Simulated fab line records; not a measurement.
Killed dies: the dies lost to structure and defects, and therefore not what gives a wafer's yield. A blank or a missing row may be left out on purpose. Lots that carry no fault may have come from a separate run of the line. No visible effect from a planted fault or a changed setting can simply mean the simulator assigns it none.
Which tool did it? + flow nand-harc + 13 lots, 39 wafers sampled, at 4 steps of a route of 1302

## WHAT THE GAUGES SHOWED, per wafer
NHARC_A_CHANNEL_HOLE_D2_OVL_MEAS_11. Usual: overlay-x-nm 0.0 nm, standard deviation 0.8; overlay-y-nm 0.1 nm, standard deviation 0.98.
| lot  | measured     | on         | overlay-x-nm (nm) | overlay-y-nm (nm) | flag |
|------|--------------|------------|-------------------|-------------------|------|
| L304 | day 14 02:07 | overlay-01 | 0.3 0.3 0.6       | 0.0 0.0 0.3       |      |
| L303 | day 14 00:49 | overlay-01 | -0.2 0.1 -0.5     | 0.5 0.5 0.5       |      |
| L305 | day 15 07:14 | overlay-02 | 0.9 0.8 0.3       | -0.2 -0.1 -0.3    |      |
| L306 | day 15 07:23 | overlay-01 | 0.2 0.5 -0.2      | 0.8 0.5 0.2       |      |
| L314 | day 19 05:11 | overlay-01 | -0.8 -1.3 -1.9    | 0.5 1.0 0.9       |      |
| L316 | day 19 03:14 | overlay-01 | 0.8 0.4 0.5       | -1.5 -1.2 -1.4    |      |
| L318 | day 20 07:45 | overlay-01 | -0.2 -0.5 0.7     | -1.4 -1.5 -1.8    |      |
| L317 | day 20 04:02 | overlay-01 | -1.6 -1.2 -1.9    | 1.8 1.0 1.6       |      |
| L320 | day 20 19:13 | overlay-01 | -0.3 -0.5 0.5     | -0.5 -0.3 -1.0    |      |
| L321 | day 21 23:58 | overlay-01 | -0.4 -0.9 -0.4    | 0.5 0.4 0.5       |      |
| L322 | day 22 00:16 | overlay-02 | 0.4 -0.5 0.5      | 0.7 0.7 0.7       |      |
| L323 | day 22 22:17 | overlay-01 | 1.2 0.6 1.2       | 1.6 1.8 1.6       |      |
| L324 | day 22 21:32 | overlay-01 | -1.2 -1.3 -1.5    | 1.9 1.9 1.3       |      |

## WHICH TOOL RAN EACH LOT (tool, then ch and the chambers of the sampled wafers, then the start)
| lot  | NHARC_A_DECK1_JOINT_ETCHBACK_00  | NHARC_A_CHANNEL_HOLE_D2_DEP_00 | NHARC_A_CHANNEL_HOLE_D2_SOFTBAKE_05 |
|------|----------------------------------|--------------------------------|-------------------------------------|
| L304 | rie-si-06 ch 0,1, day 12 04:38   | acl-dep-01 ch 0, day 13 23:23  | litho-track-04 ch 0, day 14 01:00   |
| L303 | rie-si-05 ch 0,2, day 12 04:41   | acl-dep-02 ch 0, day 13 22:04  | litho-track-04 ch 0, day 14 00:00   |
| L305 | rie-si-06 ch 0,1, day 13 12:59   | acl-dep-03 ch 0, day 15 04:28  | litho-track-06 ch 0, day 15 06:00   |
| L306 | rie-si-01 ch 2,3, day 13 13:00   | acl-dep-01 ch 0, day 15 04:52  | litho-track-04 ch 0, day 15 06:00   |
| L314 | rie-si-01 ch 0,1,3, day 17 00:43 | acl-dep-01 ch 0, day 19 02:25  | litho-track-04 ch 0, day 19 04:00   |
| L316 | rie-si-05 ch 0,1,2, day 17 05:04 | acl-dep-01 ch 0, day 19 01:08  | litho-track-01 ch 0, day 19 02:00   |
| L318 | rie-si-05 ch 1,2,3, day 18 11:50 | acl-dep-03 ch 0, day 20 02:26  | litho-track-04 ch 0, day 20 04:00   |
| L317 | rie-si-01 ch 0,2,3, day 18 16:13 | acl-dep-01 ch 0, day 20 01:17  | litho-track-04 ch 0, day 20 03:00   |
| L320 | rie-si-05 ch 0,1,2, day 19 01:33 | acl-dep-01 ch 0, day 20 16:38  | litho-track-06 ch 0, day 20 18:00   |
| L321 | rie-si-05 ch 0,2,3, day 20 05:20 | acl-dep-01 ch 0, day 21 21:09  | litho-track-04 ch 0, day 21 23:00   |
| L322 | rie-si-01 ch 0,2, day 20 08:07   | acl-dep-02 ch 0, day 21 21:21  | litho-track-06 ch 0, day 21 23:00   |
| L323 | rie-si-05 ch 1,2,3, day 20 18:53 | acl-dep-02 ch 0, day 22 19:50  | litho-track-01 ch 0, day 22 21:00   |
| L324 | rie-si-01 ch 2,3, day 21 02:43   | acl-dep-01 ch 0, day 22 19:05  | litho-track-04 ch 0, day 22 20:00   |
- NHARC_A_DECK1_JOINT_ETCHBACK_00: etches the open film in HBr, target depth 30 nm, time 17.4 s.
- NHARC_A_CHANNEL_HOLE_D2_DEP_00: deposits aC, target thk 3100 nm.
- NHARC_A_CHANNEL_HOLE_D2_SOFTBAKE_05: time 55 s.

## WHAT THE TOOLS THEMSELVES READ (means of the sampled wafers that have a number; where no wafer has one, the mark that the record gives instead)
NHARC_A_DECK1_JOINT_ETCHBACK_00. Usual: drypump-motor-current-A 5.9 A, standard deviation 0.45; oes-product-au 0.997 a.u., standard deviation 0.011; throttle-valve-pct 23.266 %, standard deviation 0.01.
| lot  | tool      | drypump-motor-current-A (A) | oes-product-au (a.u.) | throttle-valve-pct (%) | flag |
|------|-----------|-----------------------------|-----------------------|------------------------|------|
| L304 | rie-si-06 | 6.4                         | 0.984                 | 23.265                 |      |
| L303 | rie-si-05 | 5.8                         | 0.989                 | 23.260                 |      |
| L305 | rie-si-06 | 6.3                         | 0.998                 | 23.267                 |      |
| L306 | rie-si-01 | 6.2                         | 0.983                 | 23.262                 |      |
| L314 | rie-si-01 | 6.0                         | 0.996                 | 23.260                 |      |
| L316 | rie-si-05 | 5.9                         | 1.002                 | 23.263                 |      |
| L318 | rie-si-05 | 5.7                         | 1.002                 | 23.271                 |      |
| L317 | rie-si-01 | 6.2                         | 0.997                 | 23.268                 |      |
| L320 | rie-si-05 | 5.9                         | 1.001                 | 23.267                 |      |
| L321 | rie-si-05 | 5.7                         | 0.995                 | 23.264                 |      |
| L322 | rie-si-01 | 6.1                         | 1.008                 | 23.267                 |      |
| L323 | rie-si-05 | 5.7                         | 1.006                 | 23.266                 |      |
| L324 | rie-si-01 | 6.2                         | 0.986                 | 23.256                 |      |

NHARC_A_CHANNEL_HOLE_D2_DEP_00. Usual: 35.000 % for throttle-valve-pct, sd 0.009.
| lot  | tool       | throttle-valve-pct (%) | flag |
|------|------------|------------------------|------|
| L304 | acl-dep-01 | 34.995                 |      |
| L303 | acl-dep-02 | 34.995                 |      |
| L305 | acl-dep-03 | 35.002                 |      |
| L306 | acl-dep-01 | 34.998                 |      |
| L314 | acl-dep-01 | 34.998                 |      |
| L316 | acl-dep-01 | 34.996                 |      |
| L318 | acl-dep-03 | 35.010                 |      |
| L317 | acl-dep-01 | 35.001                 |      |
| L320 | acl-dep-01 | 35.000                 |      |
| L321 | acl-dep-01 | 35.007                 |      |
| L322 | acl-dep-02 | 34.996                 |      |
| L323 | acl-dep-02 | 34.993                 |      |
| L324 | acl-dep-01 | 34.999                 |      |

NHARC_A_CHANNEL_HOLE_D2_SOFTBAKE_05. Usual: 188.44 W for heater-power-total-W, sd 0.13.
| lot  | tool           | heater-power-total-W (W) | flag |
|------|----------------|--------------------------|------|
| L304 | litho-track-04 | 165.46                   | OFF  |
| L303 | litho-track-04 | 188.47                   |      |
| L305 | litho-track-06 | 188.28                   |      |
| L306 | litho-track-04 | 165.50                   | OFF  |
| L314 | litho-track-04 | 188.41                   |      |
| L316 | litho-track-01 | 188.47                   |      |
| L318 | litho-track-04 | 188.58                   |      |
| L317 | litho-track-04 | 188.36                   |      |
| L320 | litho-track-06 | 188.36                   |      |
| L321 | litho-track-04 | 188.57                   |      |
| L322 | litho-track-06 | 188.44                   |      |
| L323 | litho-track-01 | 188.50                   |      |
| L324 | litho-track-04 | 188.52                   |      |

## THE ANSWER, worked out from the rows above alone
Rule: a lot is off if the mean of its wafers that have a number lies more than 3 standard deviations from the usual mean. Also off: a lot with no number at a reading for which 4 or more lots have one. The other lots that the step has rows for count as sound. Order of review: gauges by route order, followed by the tools' own readings, for which a lot's mean as printed above is used. The first step at which some lot is off is used, and at that step the reading that is off furthest; a lot without a number counts as furthest.
Off at NHARC_A_CHANNEL_HOLE_D2_SOFTBAKE_05 (heater-power-total-W): L304, L306.
A tool fits if, at that step or a process step before it, it ran every lot that is off, and no sound lot after the first of them. Not one of the candidates tried fits.

## WHAT THE SIMULATOR HAD INSERTED
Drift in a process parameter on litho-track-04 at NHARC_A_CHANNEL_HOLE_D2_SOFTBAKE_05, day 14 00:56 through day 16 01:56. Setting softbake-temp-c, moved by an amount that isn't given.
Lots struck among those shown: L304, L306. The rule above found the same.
